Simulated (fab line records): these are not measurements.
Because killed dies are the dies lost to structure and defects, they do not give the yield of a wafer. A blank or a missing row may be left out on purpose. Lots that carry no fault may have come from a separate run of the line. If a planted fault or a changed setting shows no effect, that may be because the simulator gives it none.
fab line records	flow nand_harc
[record] lots = 6	wafers = 18	last_day = 24
route steps=1159 shown A_STAIRCASE@608 END@1159
lots that met no fault: from a run of the same line without faults
start_h: start of the lot's first displayed wafer, in hours after the record's first day	wait_h: hours since the lot's step before	" same as the row above	L1.1+2: a row that stands for several wafers	- either no value or no given start	* or withheld: withheld	< > ~ a bound
route shown NAME@n: a module of which the file shows steps, and the number in the route of the first	usual: the fault-free wafers' mean and standard deviation	same: alike in all rows	chamber/n: place in a boat	sites: per-site readings	_std_site: the values' standard deviation	_edge_site: outer sites' mean less inner sites'	radius_mm: how far each site lies from the wafer's centre	mask NAME#n: copy n	behind: tool/chamber where the wafer was last shaped	hold: what put the lot on hold/how long, in hours/how the hold closed	device: transistor that didn't switch, given as n, p or np	end of line: tests run on the same wafers once the route is complete	a step with no rows: only its recipe	killed: at the first sort, the dies lost to defects and structure; wafer yield is something else	map: per-die view of a wafer (x killed, . not killed, _ where there is no die)
set.NAME: the setting as run; set.NAME@STEP: as run at that earlier step	model.NAME: the simulator's own value behind a step, which no gauge read
lots at some steps of the route; a table a step, a row a wafer
services: from which hour (start_h, from the record's first day; less than 0 if before it) a tool's chamber was out of use, for how many hours, and why
[[steps]]
[step NHARC_A_STAIRCASE_EXPOSE_214]
[recipe] na = 0.5	dose_mj = 31.26	mask_id = STAIR_3
[step NHARC_A_STAIRCASE_PEB_215]
[recipe] peb_temp_c = 115	peb_time_s = 130
[step NHARC_A_STAIRCASE_DEVELOP_216]
[recipe] time_s = 140
[step NHARC_A_STAIRCASE_HARDBAKE_218]
[recipe] temp_c = 120	time_s = 140
[step NHARC_A_STAIRCASE_DESCUM_219]
[recipe] time_s = 3	o2_flow_sccm = 200	ar_flow_sccm = 0	bias_power_w = 0	chemistry = O2
[usual] drypump_motor_current_A = 5.5/0.49	oes_product_au = 1.002/0.0064	rf_vpp_V = 57.7/0.83	showerhead_plenum_p_Torr = 1.90/0.092	throttle_valve_pct = 11.311/0.0087
lot.wafer	tool	chamber	start_h	wait_h	drypump_motor_current_A	oes_product_au	rf_hours_counter_h	rf_vpp_V	showerhead_plenum_p_Torr	throttle_valve_pct
L272.2	rie_diel-11	1	281.17	-	6.4	1.010	35	58.7	1.82	11.302
L272.3	"	3	"	"	5.9	0.997	35	56.9	2.04	11.315
L272.1	"	0	"	"	5.0	0.994	34	56.9	1.78	11.301
L276.2	rie_diel-04	3	314.52	-	5.3	0.989	7	58.5	1.98	11.319
L276.4	"	1	"	"	6.2	0.995	2	57.1	1.84	11.304
L276.6	"	3	"	"	5.3	0.995	-	57.0	1.98	11.315
L280.1	rie_diel-04	0	331.78	-	5.0	1.001	13	57.4	1.79	11.307
L280.2	"	3	"	"	5.3	1.003	14	57.4	1.98	11.311
L280.6	"	0	"	"	5.0	1.007	-	56.6	1.79	11.315
L279.4	rie_diel-04	0	336.87	-	5.0	0.997	16	57.9	1.79	11.315
L279.2	"	1	"	"	6.2	1.010	10	58.4	1.84	11.299
L279.5	"	3	"	"	5.3	1.005	-	57.7	1.98	11.314
L284.1	rie_diel-11	2	354.09	-	4.8	1.010	62	58.4	2.00	11.309
L284.4	"	0	"	"	5.1	0.992	62	57.1	1.77	11.302
L284.5	"	2	"	"	4.8	1.002	-	60.1	2.00	11.307
L285.2	rie_diel-12	3	355.62	-	5.9	0.992	50	57.3	1.98	11.303
L285.4	"	1	"	"	5.0	0.997	49	58.4	1.81	11.314
L285.6	"	2	"	"	5.8	0.998	-	57.3	1.90	11.301
[step NHARC_A_STAIRCASE_TRIM_220]
[recipe] time_s = 211.2	o2_flow_sccm = 500	ar_flow_sccm = 0	bias_w = 0	chemistry = O2
[step NHARC_A_STAIRCASE_ETCH_221]
[recipe] target_depth_a = 1000	time_s = 40.5	ion_energy_ev = 400	c4f8_flow_sccm = 20	o2_flow_sccm = 10	ar_flow_sccm = withheld	rf_w = 600	bias_w = 1000	chemistry = C4F8/O2
[step NHARC_A_STAIRCASE_TRIM_222]
[recipe] time_s = 211.2	o2_flow_sccm = 500	ar_flow_sccm = 0	bias_w = 0	chemistry = O2
[usual] drypump_motor_current_A = 5.6/0.51	oes_product_au = 1.001/0.0077	rf_vpp_V = 57.5/0.82	showerhead_plenum_p_Torr = 3.48/0.15	throttle_valve_pct = 17.037/0.0095
lot.wafer	tool	chamber	start_h	wait_h	drypump_motor_current_A	oes_product_au	rf_hours_counter_h	rf_vpp_V	showerhead_plenum_p_Torr	throttle_valve_pct
L272.3	rie_diel-11	1	-	-	6.3	1.012	35	58.8	3.36	17.024
L272.1	"	2	"	"	4.8	1.009	35	57.9	3.69	17.037
L272.2	"	3	"	"	6.0	1.011	36	58.2	3.75	17.040
L276.2	rie_diel-04	1	-	-	6.2	0.996	2	56.8	3.40	17.028
L276.4	"	2	"	"	5.7	1.001	6	57.8	3.45	17.038
L276.6	"	0	"	"	5.0	1.007	-	56.7	3.32	17.046
L280.2	rie_diel-04	1	-	-	6.2	1.004	8	56.8	3.40	17.048
L280.1	"	3	"	"	5.3	0.998	14	57.9	3.65	17.042
L280.6	"	0	"	"	5.0	0.999	-	58.2	3.32	17.040
L279.4	rie_diel-04	2	-	-	5.7	1.002	15	56.5	3.44	17.046
L279.2	"	0	"	"	5.0	1.009	16	58.0	3.31	17.027
L279.5	"	1	"	"	6.2	1.006	-	57.3	3.39	17.041
L284.4	rie_diel-11	1	-	-	6.3	1.017	65	56.3	3.34	17.042
L284.1	"	2	"	"	4.8	1.005	62	58.3	3.68	17.030
L284.5	"	1	"	"	6.4	1.018	-	57.6	3.35	17.021
L285.2	rie_diel-12	1	-	-	5.0	0.993	49	57.3	3.35	17.032
L285.4	"	2	"	"	5.8	1.007	49	57.5	3.51	17.044
L285.6	"	0	"	"	5.8	1.003	-	56.3	3.51	17.043
[step NHARC_A_STAIRCASE_ETCH_223]
[recipe] target_depth_a = 1000	time_s = 40.5	ion_energy_ev = 400	c4f8_flow_sccm = 20	o2_flow_sccm = 10	ar_flow_sccm = withheld	rf_w = 600	bias_w = 1000	chemistry = C4F8/O2
[usual] oes_product_au = 0.943/0.0093	rf_vpp_V = 894/5.5
lot.wafer	tool	chamber	start_h	wait_h	oes_product_au	rf_hours_counter_h	rf_vpp_V
L272.2	rie_diel-11	1	-	-	0.938	36	889
L272.1	"	3	"	"	0.929	36	903
L272.3	"	0	"	"	0.938	35	887
L276.2	rie_diel-04	2	-	-	0.938	6	892
L276.4	"	0	"	"	0.940	7	889
L276.6	"	3	"	"	0.948	-	899
L280.1	rie_diel-04	0	-	-	0.954	13	887
L280.2	"	1	"	"	0.948	8	892
L280.6	"	0	"	"	0.959	-	888
L279.2	rie_diel-04	0	-	-	0.953	16	888
L279.4	"	3	"	"	0.943	17	900
L279.5	"	1	"	"	0.943	-	890
L284.4	rie_diel-11	1	-	-	0.941	65	888
L284.1	"	0	"	"	0.951	62	887
L284.5	"	2	"	"	0.952	-	902
L285.4	rie_diel-12	1	-	-	0.946	49	889
L285.2	"	3	"	"	0.941	50	900
L285.6	"	1	"	"	0.947	-	890
[step NHARC_A_STAIRCASE_TRIM_224]
[recipe] time_s = 211.2	o2_flow_sccm = 500	ar_flow_sccm = 0	bias_w = 0	chemistry = O2
[usual] drypump_motor_current_A = 5.6/0.49	oes_product_au = 1.002/0.0071	rf_vpp_V = 57.6/0.87	showerhead_plenum_p_Torr = 3.49/0.16	throttle_valve_pct = 17.037/0.0083
lot.wafer	tool	chamber	start_h	wait_h	drypump_motor_current_A	oes_product_au	rf_hours_counter_h	rf_vpp_V	showerhead_plenum_p_Torr	throttle_valve_pct
L272.3	rie_diel-11	2	-	-	4.8	0.996	35	59.2	3.69	17.029
L272.2	"	3	"	"	5.9	0.998	36	58.2	3.75	17.034
L272.1	"	1	"	"	6.4	1.004	36	56.4	3.36	17.035
L276.4	rie_diel-04	3	-	-	5.3	0.998	7	58.3	3.65	17.041
L276.2	"	0	"	"	5.1	0.997	7	55.8	3.32	17.032
L276.6	"	1	"	"	6.1	1.004	-	56.8	3.40	17.042
L280.1	rie_diel-04	2	-	-	5.7	1.000	12	56.5	3.44	17.023
L280.2	"	1	"	"	6.2	1.009	8	57.1	3.40	17.035
L280.6	"	3	"	"	5.3	1.006	-	58.0	3.65	17.039
L279.2	rie_diel-04	1	-	-	6.2	1.006	10	58.5	3.39	17.052
L279.4	"	2	"	"	5.7	1.006	15	56.6	3.44	17.036
L279.5	"	1	"	"	6.2	1.012	-	56.7	3.39	17.042
L284.1	rie_diel-11	3	-	-	5.9	1.002	60	57.6	3.74	17.012
L284.4	"	2	"	"	4.8	1.001	62	58.8	3.68	17.036
L284.5	"	0	"	"	5.1	1.004	-	58.1	3.29	17.036
L285.4	rie_diel-12	2	-	-	5.7	0.993	49	57.8	3.51	17.057
L285.2	"	0	"	"	5.7	1.000	51	57.8	3.51	17.047
L285.6	"	2	"	"	5.8	0.992	-	56.9	3.51	17.035
[step NHARC_A_STAIRCASE_ETCH_225]
[recipe] target_depth_a = 1000	time_s = 40.5	ion_energy_ev = 400	c4f8_flow_sccm = 20	o2_flow_sccm = 10	ar_flow_sccm = withheld	rf_w = 600	bias_w = 1000	chemistry = C4F8/O2
[step NHARC_A_STAIRCASE_TRIM_226]
[recipe] time_s = 211.2	o2_flow_sccm = 500	ar_flow_sccm = 0	bias_w = 0	chemistry = O2
[usual] drypump_motor_current_A = 5.6/0.51	oes_product_au = 1.001/0.0082	rf_vpp_V = 57.6/0.9	showerhead_plenum_p_Torr = 3.48/0.16	throttle_valve_pct = 17.036/0.0092
lot.wafer	tool	chamber	start_h	wait_h	drypump_motor_current_A	oes_product_au	rf_hours_counter_h	rf_vpp_V	showerhead_plenum_p_Torr	throttle_valve_pct
L272.2	rie_diel-11	3	282.35	-	5.9	1.001	36	57.8	3.75	17.034
L272.1	"	1	"	"	6.3	1.008	36	57.2	3.36	17.025
L272.3	"	2	"	"	4.8	1.000	35	58.7	3.69	17.031
L276.4	rie_diel-04	0	315.29	-	5.0	1.002	7	56.2	3.32	17.047
L276.2	"	3	"	"	5.3	1.004	7	59.0	3.65	17.051
L276.6	"	0	"	"	5.1	1.000	-	57.6	3.32	17.032
L280.1	rie_diel-04	3	332.61	-	5.3	1.196	14	58.7	3.65	17.035
L280.2	"	1	"	"	6.1	1.194	8	56.3	3.40	17.045
L280.6	"	3	"	"	5.3	1.191	-	58.7	3.65	17.038
L279.2	rie_diel-04	0	337.76	-	5.0	1.201	16	56.6	3.31	17.026
L279.4	"	1	"	"	6.1	1.205	10	57.0	3.39	17.033
L279.5	"	1	"	"	6.2	1.197	-	58.3	3.39	17.052
L284.1	rie_diel-11	0	354.87	-	5.1	0.996	62	58.2	3.29	17.051
L284.4	"	3	"	"	6.0	1.008	60	57.0	3.74	17.049
L284.5	"	0	"	"	5.1	0.997	-	57.4	3.28	17.033
L285.2	rie_diel-12	0	356.41	-	5.7	0.996	51	57.4	3.51	17.034
L285.4	"	1	"	"	5.0	0.982	49	56.2	3.35	17.040
L285.6	"	2	"	"	5.8	1.000	-	57.3	3.51	17.028
[step NHARC_A_STAIRCASE_ETCH_227]
[recipe] target_depth_a = 1000	time_s = 40.5	ion_energy_ev = 400	c4f8_flow_sccm = 20	o2_flow_sccm = 10	ar_flow_sccm = withheld	rf_w = 600	bias_w = 1000	chemistry = C4F8/O2
[usual] oes_product_au = 0.942/0.01	rf_vpp_V = 895/5.8
lot.wafer	tool	chamber	start_h	wait_h	oes_product_au	rf_hours_counter_h	rf_vpp_V
L272.3	rie_diel-11	2	-	-	0.949	35	902
L272.1	"	0	"	"	0.929	35	887
L272.2	"	1	"	"	0.938	36	890
L276.2	rie_diel-04	3	-	-	0.938	7	900
L276.4	"	0	"	"	0.934	7	888
L276.6	"	3	"	"	0.943	-	900
L280.1	rie_diel-04	3	-	-	0.934	14	900
L280.2	"	0	"	"	0.937	14	888
L280.6	"	2	"	"	0.944	-	894
L279.4	rie_diel-04	0	-	-	0.945	16	889
L279.2	"	1	"	"	0.944	11	890
L279.5	"	3	"	"	0.953	-	900
L284.4	rie_diel-11	1	-	-	0.959	66	889
L284.1	"	2	"	"	0.950	62	901
L284.5	"	0	"	"	0.959	-	887
L285.2	rie_diel-12	3	-	-	0.943	50	899
L285.4	"	0	"	"	0.958	51	895
L285.6	"	2	"	"	0.946	-	894
[step NHARC_END_SORT_01]
[recipe] temp_c = 25
[usual] killed_at_array = 29/11	killed_at_other = 0.6/0.92	killed_at_periphery = 3.2/2	killed_dies = 33/11	killed_open = 3.2/2	killed_short = 1.9/1.5
[same] gross_dies = 677
lot.wafer	tool	chamber	start_h	wait_h	killed_at_array	killed_at_other	killed_at_periphery	killed_dies	killed_open	killed_short
L276.2	prober-01	0	501.50	2.8	19	1	3	23	3	2
L276.4	prober-01	0	503.10	3.4	31	1	2	34	4	1
L276.6	prober-01	0	504.69	4.0	28	2	0	30	3	1
L279.2	prober-01	0	527.90	2.8	19	0	1	20	1	2
L279.4	prober-01	0	529.50	3.4	12	0	3	15	2	1
L279.5	prober-01	0	530.30	3.7	67	0	4	71	3	2
L285.2	prober-01	0	563.54	2.8	32	1	6	39	4	2
L285.4	prober-01	0	565.16	3.4	29	3	1	33	0	3
L285.6	prober-01	0	566.79	4.1	27	0	4	31	1	2
// killed by level:class
L276.2 A_SLIT:chamber_film_flake=9 A_WL_FILL:chamber_film_flake=3 A_CHANNEL_HOLE_D1:chamber_film_flake=2 P_M1:geometric_particle:short=1 A_ONON_D1:geometric_particle:open=1 A_CHANNEL_FILL_D1:geometric_particle:short=1 A_CONTACT:geometric_particle:open=1 A_M0:geometric_particle:open=1
L276.4 A_SLIT:chamber_film_flake=16 A_CHANNEL_HOLE_D1:chamber_film_flake=5 A_STAIRCASE:chamber_film_flake=3 A_CONTACT:chamber_film_flake=3 P_CONTACT:geometric_particle:open=1 P_M0:geometric_particle:open=1 A_SOURCE_PLATE:geometric_particle:open=1 A_ONON_D1:geometric_particle:open=1
L276.6 A_SLIT:chamber_film_flake=9 A_CHANNEL_HOLE_D1:chamber_film_flake=4 A_CONTACT:chamber_film_flake=4 A_STAIRCASE:chamber_film_flake=3 A_WL_FILL:chamber_film_flake=3 A_CONTACT:geometric_particle:open=2 THIN_TSV:chamber_film_flake=2 A_ONON_D1:geometric_particle:short=1
L279.2 A_CHANNEL_HOLE_D1:chamber_film_flake=9 A_CONTACT:chamber_film_flake=3 A_STAIRCASE:chamber_film_flake=2 A_WL_FILL:chamber_film_flake=2 A_ONON_D1:geometric_particle:short=1 A_WL_FILL:geometric_particle:short=1 A_CONTACT:geometric_particle:open=1 P_GATE:chamber_film_flake=1
L279.4 A_CHANNEL_HOLE_D1:chamber_film_flake=4 A_STAIRCASE:area_trim=4 A_CONTACT:chamber_film_flake=2 P_STI:geometric_particle:open=1 P_M1:geometric_particle:short=1 A_CHANNEL_FILL_D1:geometric_particle:open=1 P_GATE:chamber_film_flake=1 A_STAIRCASE:chamber_film_flake=1
L279.5 A_STAIRCASE:area_trim=53 A_CHANNEL_HOLE_D1:chamber_film_flake=4 A_STAIRCASE:chamber_film_flake=3 A_WL_FILL:geometric_particle:open=2 P_GATE:chamber_film_flake=2 P_STI:geometric_particle:short=1 A_CHANNEL_FILL_D1:geometric_particle:open=1 A_WL_FILL:geometric_particle:short=1
L285.2 A_CHANNEL_HOLE_D1:chamber_film_flake=20 A_STAIRCASE:chamber_film_flake=4 A_CONTACT:chamber_film_flake=4 P_M1:chamber_film_flake=3 A_CONTACT:geometric_particle:open=2 P_GATE:geometric_particle:short=1 P_GATE:geometric_particle:open=1 A_CHANNEL_FILL_D1:geometric_particle:short=1
L285.4 A_CHANNEL_HOLE_D1:chamber_film_flake=22 A_CONTACT:chamber_film_flake=3 THIN_TSV:chamber_film_flake=2 A_ONON_D1:geometric_particle:short=1 A_CHANNEL_FILL_D1:geometric_particle:short=1 A_CONTACT:geometric_particle:short=1 P_STI:chamber_film_flake=1 A_STAIRCASE:chamber_film_flake=1
L285.6 A_CHANNEL_HOLE_D1:chamber_film_flake=20 A_CONTACT:chamber_film_flake=3 P_M1:chamber_film_flake=2 A_STAIRCASE:chamber_film_flake=2 P_CONTACT:geometric_particle:open=1 A_ONON_D1:geometric_particle:short=1 A_CHANNEL_FILL_D1:geometric_particle:short=1 P_STI:chamber_film_flake=1
[[services]]
tool	chamber	start_h	hours	kind
rie_diel-04	0	268.25	-	clean
rie_diel-04	1	268.25	-	clean
rie_diel-04	2	268.25	-	clean
rie_diel-04	3	268.25	-	clean
rie_diel-11	0	272.36	-	clean
rie_diel-11	1	272.36	-	clean
rie_diel-11	2	272.36	-	clean
rie_diel-11	3	272.36	-	clean
rie_diel-04	-	288.90	9.0	pm
rie_diel-04	0	288.90	9.0	vent_cycle
rie_diel-04	1	288.90	18.3	vent_cycle
rie_diel-04	2	288.90	9.0	vent_cycle
rie_diel-04	3	288.90	9.0	vent_cycle
rie_diel-04	0	297.90	-	clean
rie_diel-04	2	297.90	-	clean
rie_diel-04	3	297.90	-	clean
rie_diel-04	0	323.25	-	clean
rie_diel-04	1	323.25	-	clean
rie_diel-04	2	323.25	-	clean
rie_diel-04	3	323.25	-	clean
rie_diel-04	0	347.77	-	clean
rie_diel-04	1	347.77	-	clean
rie_diel-04	2	347.77	-	clean
rie_diel-04	3	347.77	-	clean
[[key]]
[first_sign] step = NHARC_A_STAIRCASE_TRIM_226	reading = oes_product_au	direction = up	sigmas = 24	usual = 1.001	struck = 1.197
[more_kills_born_at] NHARC_A_STAIRCASE_TRIM_226@rie_diel-04 = 57
met_at NHARC_A_STAIRCASE_TRIM_226
struck_wafers L279.2,L279.4,L279.5,L280.1,L280.2,L280.6
rows_end L280.1,L280.2,L280.6
tester_left_out L279
onset_between 315.29 332.61
[fault] kind = process_parameter_drift	tool = rie_diel-04	chamber = -	onset_h = 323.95	steps = NHARC_A_STAIRCASE_TRIM_226	channel = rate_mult	offset = 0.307	shape = step
// tester_left_out: of these lots the tester's yield and bins aren't shown, on N5 and GAA mostly nor the transistor test; their killed dies are dies lost to structure and defects alone, not to doping, threshold or leakage, so they don't give the yield
// rows_end: these wafers met a further fault down the route, and their rows from its step on are left out
